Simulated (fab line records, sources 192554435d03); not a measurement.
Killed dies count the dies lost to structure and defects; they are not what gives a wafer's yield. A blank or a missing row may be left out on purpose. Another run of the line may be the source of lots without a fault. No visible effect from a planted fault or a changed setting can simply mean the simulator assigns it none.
Which tool did it? ; flow n5Finfet ; 10 lots with 27 wafers sampled at 5 steps, on a route of 1938 steps

WHAT THE GAUGES SHOWED, per wafer
N5_BEOL_M4_OCD_MEAS_38.
lot;measured;on;trenchDepthNm (nm)
L556;day 8 11:09;ocd-02;54.1 56.4 54.4
L557;day 8 13:34;ocd-01;53.0 54.4 54.5
L558;day 8 13:56;ocd-02;55.7 55.3 53.9
L561;day 9 21:10;ocd-01;54.6 53.1
L562;day 10 01:42;ocd-02;55.0 54.4
L567;day 10 22:26;ocd-02;54.0 53.1
L570;day 12 01:14;ocd-02;55.5 57.3 56.6
L571;day 12 05:59;ocd-02;57.0 53.4 55.5
L575;day 13 06:13;ocd-02;56.0 55.5 52.8
L576;day 13 06:15;ocd-01;56.2 56.0 53.9

N5_BEOL_M4_RC_MEAS_101.
lot;measured;on;COMB_M4 (S/m);COMB_M4_max_site (S/m);DIBL_N (mV/V);DIBL_P (mV/V);IOFF_N (nA/um);IOFF_P (nA/um);ION_N (uA/um);ION_P (uA/um);SS_N (mV/dec);SS_P (mV/dec);VT_N (mV);VT_P (mV)
L556;day 8 15:19;prober-01;4.1e-11 5.5e-11 7.2e-11;7.3e-11 7.1e-11 8.9e-11;36.9 33.8 35.2;36.9 32.7 33.2;0.17 0.12 0.14;0.21 0.16 0.17;670 657 665;456 446 455;71.9 71.5 71.5;72.8 71.5 73.1;250 254 251;-249 -253 -254
L557;day 8 17:10;prober-02;5.2e-11 6.1e-11 3.8e-11;1.03e-10 7e-11 5.9e-11;37.0 35.6 33.9;37.4 35.8 33.4;0.17 0.15 0.11;0.22 0.20 0.16;679 682 653;462 463 451;72.2 72.4 71.4;73.4 72.9 72.3;250 249 256;-252 -251 -253
L558;day 8 19:20;prober-01;8.1e-11 6.1e-11 4.7e-11;1.08e-10 7.5e-11 7.1e-11;39.6 32.6 40.8;39.0 29.5 38.8;0.24 0.10 0.28;0.26 0.13 0.26;707 654 684;475 447 460;71.7 69.6 72.6;74.3 71.7 74.4;241 256 243;-249 -256 -248
L561;day 10 01:07;prober-01;2.15e-10 6.6e-11;2.55e-10 9.2e-11;37.0 36.8;35.8 35.4;0.16 0.15;0.21 0.19;681 667;465 454;71.8 71.2;74.2 73.2;251 251;-250 -254
L562;day 10 06:38;prober-01;2.17e-10 5.8e-11;2.65e-10 9.1e-11;34.7 34.7;32.3 32.0;0.11 0.12;0.15 0.14;642 655;444 444;71.4 70.7;72.0 71.4;256 253;-253 -253
L567;day 11 03:36;prober-02;2.03e-10 6.9e-11;2.73e-10 1.25e-10;36.7 33.2;37.9 33.6;0.17 0.12;0.22 0.15;678 664;458 462;71.9 70.7;74.4 72.6;247 253;-252 -255
L570;day 12 05:04;prober-02;4.8e-11 5.3e-11 3.9e-11;6.6e-11 5.8e-11 6e-11;35.8 39.0 38.1;35.2 39.9 39.4;0.14 0.22 0.18;0.19 0.28 0.26;685 693 692;470 469 475;70.5 71.2 71.8;73.0 74.4 74.3;248 244 247;-250 -247 -248
L571;day 12 10:28;prober-02;7e-11 5.6e-11 5.2e-11;1.05e-10 7.2e-11 8.2e-11;39.7 38.5 34.5;41.2 39.9 35.4;0.27 0.25 0.15;0.32 0.29 0.23;703 690 681;470 471 467;73.1 72.2 71.6;74.6 75.1 73.0;241 244 248;-245 -245 -249
L575;day 13 12:14;prober-02;6.1e-11 4.4e-11 4e-11;8.9e-11 9.2e-11 5e-11;35.0 34.7 32.9;35.1 34.8 32.7;0.13 0.15 0.10;0.19 0.19 0.16;655 681 656;452 468 455;71.1 71.2 71.0;72.8 73.5 72.0;255 251 259;-252 -250 -254
L576;day 13 12:32;prober-01;9.5e-11 7.8e-11 6.6e-11;1.4e-10 9.4e-11 7e-11;35.2 39.7 33.6;33.5 39.0 33.2;0.12 0.20 0.11;0.16 0.25 0.16;668 673 664;458 457 462;71.1 73.0 70.8;73.0 74.5 72.2;254 249 253;-252 -250 -254

WHAT TOOL EACH LOT RAN ON (gives the tool, then ch and the chambers of the sampled wafers, and finally the start)
lot;N5_BEOL_M4_ETCH_41;N5_BEOL_M4_ALD_84;N5_BEOL_M4_ANNEAL_82
L556;rieDiel-02 ch 1,2,3, day 8 11:09 or earlier;aldMetal-03 ch 1,2, day 8 11:30;pvdSputter-02, day 8 12:35
L557;rieDiel-03 ch 2,3, day 8 13:34 or earlier;aldMetal-03 ch 2,3, day 8 13:52;pvdSputter-03, day 8 14:49
L558;rieDiel-03 ch 0,2, day 8 13:56 or earlier;aldMetal-03 ch 2,3, day 8 14:14;pvdSputter-03, day 8 16:40
L561;rieDiel-03 ch 2,3, day 9 21:10 or earlier;aldMetal-03 ch 1,2, day 9 21:37;pvdSputter-01, day 9 22:38
L562;rieDiel-03 ch 1,2, day 10 01:42 or earlier;aldMetal-03 ch 2, day 10 02:32;pvdSputter-03, day 10 03:44
L567;rieDiel-06 ch 0,3, day 10 22:26 or earlier;aldMetal-03 ch 1,3, day 10 22:46;pvdSputter-03, day 11 00:39
L570;rieDiel-02 ch 1,3, day 12 01:14 or earlier;aldMetal-02 ch 0,1,3, day 12 01:42;pvdSputter-02, day 12 02:41
L571;rieDiel-06 ch 0,2,3, day 12 05:59 or earlier;aldMetal-02 ch 0,1, day 12 06:39;pvdSputter-01, day 12 07:57
L575;rieDiel-06 ch 0,1,2, day 13 06:13 or earlier;aldMetal-03 ch 0,3, day 13 06:47;pvdSputter-03, day 13 09:38
L576;rieDiel-03 ch 0,1, day 13 06:15 or earlier;aldMetal-01 ch 0,1,2, day 13 06:55;pvdSputter-02, day 13 10:02
- N5_BEOL_M4_ETCH_41: etches SiCN in CH3F/O2, target depth 29.9 nm, time 52.5 s.
- N5_BEOL_M4_ALD_84: deposits TaN, pulse time 2 s, purge time 3 s, co reactant purge time 2 s.
- N5_BEOL_M4_ANNEAL_82: time 240 s.

WHAT THE TOOLS THEMSELVES READ (means of the sampled wafers that have a number; where no wafer has one, the mark that the record gives instead)
N5_BEOL_M4_ETCH_41.
lot;tool;O2_flow_sccm (sccm);drypumpMotorCurrentA (A);oesProductAu (a.u.);rfFwdPowerW (W);rfVppV (V);showerheadPlenumPTorr (Torr);throttleValvePct (%)
L556;rieDiel-02;20.04;5.5;0.80;392.5;296.2;1.95;16.47
L557;rieDiel-03;19.98;5.9;0.77;392.7;297.5;2.00;16.18
L558;rieDiel-03;19.98;5.5;0.82;390.7;298.0;2.05;16.18
L561;rieDiel-03;19.98;5.8;0.78;392.3;297.7;2.00;16.19
L562;rieDiel-03;19.95;5.5;0.82;391.8;296.5;1.97;16.17
L567;rieDiel-06;19.96;6.0;0.76;391.6;296.6;1.91;16.31
L570;rieDiel-02;20.03;5.6;0.82;393.3;296.0;1.94;16.42
L571;rieDiel-06;20.02;5.8;0.78;392.1;296.5;1.94;16.30
L575;rieDiel-06;19.99;5.6;0.81;390.6;296.4;1.99;16.20
L576;rieDiel-03;20.03;5.1;0.86;392.2;296.8;2.00;16.00

N5_BEOL_M4_ALD_84.
lot;tool;heaterPowerW (W);mfcCarrierSccm (sccm)
L556;aldMetal-03;497;1493
L557;aldMetal-03;461;1500
L558;aldMetal-03;467;1502
L561;aldMetal-03;504;1502
L562;aldMetal-03;496;1504
L567;aldMetal-03;478;1501
L570;aldMetal-02;418;1500
L571;aldMetal-02;431;1497
L575;aldMetal-03;415;1495
L576;aldMetal-01;361;1502

N5_BEOL_M4_ANNEAL_82.
lot;tool;heaterPowerW (W)
L556;pvdSputter-02;839
L557;pvdSputter-03;818
L558;pvdSputter-03;816
L561;pvdSputter-01;836
L562;pvdSputter-03;832
L567;pvdSputter-03;764
L570;pvdSputter-02;782
L571;pvdSputter-01;840
L575;pvdSputter-03;880
L576;pvdSputter-02;840

THE ANSWER, worked out from the rows above alone
Rule: the lots themselves supply what counts as usual. The widest of any qualifying gaps counts: lots, ordered by their means at a reading, are off when they make up no more than a third of the lots, leave a main group of 4 or more, and stand apart from it by 3 or more times the standard deviation of that group's means. A main group whose means are all the same, to the digits that the tables above print for the reading, isn't used. A lot without any number at a reading at which 4 lots or more have one is off too. Any other lot the step has rows for is counted as sound. Order of review: gauges by route order, followed by the tools' own readings, for which a lot's mean as printed above is used. At the first step where some lot is off, the reading lying furthest off is the one used; lots without a number count as furthest.
Off: L561, L562, L567, seen at N5_BEOL_M4_RC_MEAS_101 (COMB_M4_max_site). The main group: mean 8.1e-11 S/m, standard deviation 1.1e-11.
If a tool, at a process step before that reading, ran all the lots that are off and no sound lot after the first of them, it fits. The gauges at N5_BEOL_M4_RC_MEAS_101 are tried like those tools. N5_BEOL_M4_ETCH_41: start missing for some lots; hours and lot order therefore follow N5_BEOL_M4_OCD_MEAS_38. Not one of the candidates tried fits.

WHAT HAD BEEN PUT IN BY THE SIMULATOR
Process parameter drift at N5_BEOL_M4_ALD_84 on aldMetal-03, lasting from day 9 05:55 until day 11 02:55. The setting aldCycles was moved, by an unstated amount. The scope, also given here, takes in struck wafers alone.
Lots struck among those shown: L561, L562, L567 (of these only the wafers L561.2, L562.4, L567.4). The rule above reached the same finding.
